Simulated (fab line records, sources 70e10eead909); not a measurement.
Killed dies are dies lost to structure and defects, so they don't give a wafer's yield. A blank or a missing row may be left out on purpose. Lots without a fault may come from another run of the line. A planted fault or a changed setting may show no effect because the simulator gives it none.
A struck lot beside a sound one | flow nand_harc | 14 steps out of a route of 1159
Sound: wafers L764.2, L764.3, L764.4. Struck: wafers L782.1, L782.2, L782.5. The cause comes at the end.
At each step with rows: each side's tool, then ch and its chambers, then its first start. Under that, the readings that differ: sound wafers | struck wafers | difference of the means | sigmas: that difference in standard deviations of wafers without a fault.
alike: readings whose means differ by less than 2 such deviations, and words and numbers that are the same on both sides. not compared: withheld readings, readings that some wafer has no value for, bounds like >300 that may hide the same value, and numbers for which the record gives no deviation and whose values overlap.
The two part at a step that has a row with sigmas, a row that says differs or no value, or rows on one side only. Numbers that don't overlap but have no deviation are shown without sigmas and don't part them. A reading that every wafer of one side lacks parts them only if that side has two wafers or more.

first, 1 step without rows for these wafers: NHARC_A_ONON_D1_DEP_03 (target thk 1000 nm).
NHARC_A_ONON_D1_THK_MEAS_05: measures by ellipsometry.
  sound on film_metro-01, day 7 07:18; struck on film_metro-01, day 12 03:28
  reading     | sound       | struck         | difference | sigmas
  thk_nm (nm) | 970 969 969 | 1013 1013 1013 | +44        | +4
then, 1 step without rows for these wafers: NHARC_A_ONON_D1_DEP_06 (target thk 1000 nm).
NHARC_A_ONON_D1_THK_MEAS_08: measures by ellipsometry.
  sound on film_metro-01, day 7 07:53; struck on film_metro-01, day 12 04:02
  alike: thk_nm
then, 1 step without rows for these wafers: NHARC_A_ONON_D1_DEP_09 (target thk 1000 nm).
NHARC_A_ONON_D1_THK_MEAS_11: measures by ellipsometry.
  sound on film_metro-01, day 7 08:27; struck on film_metro-01, day 12 04:35
  alike: thk_nm
then, 1 step without rows for these wafers: NHARC_A_ONON_D1_DEP_12 (target thk 1000 nm).
NHARC_A_ONON_D1_THK_MEAS_14: measures by ellipsometry.
  sound on film_metro-01, day 7 09:01; struck on film_metro-01, day 12 05:10
  alike: thk_nm
then, 2 steps without rows for these wafers: NHARC_A_ONON_D1_ANNEAL_15 (time 3600 s); NHARC_A_ONON_D1_DEP_16 (target thk 1000 nm).
NHARC_A_ONON_D1_THK_MEAS_18: measures by ellipsometry.
  sound on film_metro-02, day 7 18:19; struck on film_metro-02, day 12 13:52
  alike: thk_nm
NHARC_A_ONON_D1_DEP_19: target thk 1000 nm.
  sound on pecvd_onon-04 ch 0, day 7 18:25; struck on pecvd_onon-01 ch 0, day 12 13:56
  alike: n2_flow_sccm, nh3_flow_sccm
NHARC_A_ONON_D1_THK_MEAS_21: measures by ellipsometry.
  sound on film_metro-02, day 7 18:52; struck on film_metro-01, day 12 14:37
  reading     | sound          | struck         | difference | sigmas
  thk_nm (nm) | 1009 1012 1011 | 1875 1875 1877 | +865       | +99 or more
  not compared: hold
then, 1 step without rows for these wafers: NHARC_END_SORT_01.

WHERE THEY PART
First at NHARC_A_ONON_D1_THK_MEAS_05; last, within this record, at NHARC_A_ONON_D1_THK_MEAS_21.

WHY: what the simulator had put in
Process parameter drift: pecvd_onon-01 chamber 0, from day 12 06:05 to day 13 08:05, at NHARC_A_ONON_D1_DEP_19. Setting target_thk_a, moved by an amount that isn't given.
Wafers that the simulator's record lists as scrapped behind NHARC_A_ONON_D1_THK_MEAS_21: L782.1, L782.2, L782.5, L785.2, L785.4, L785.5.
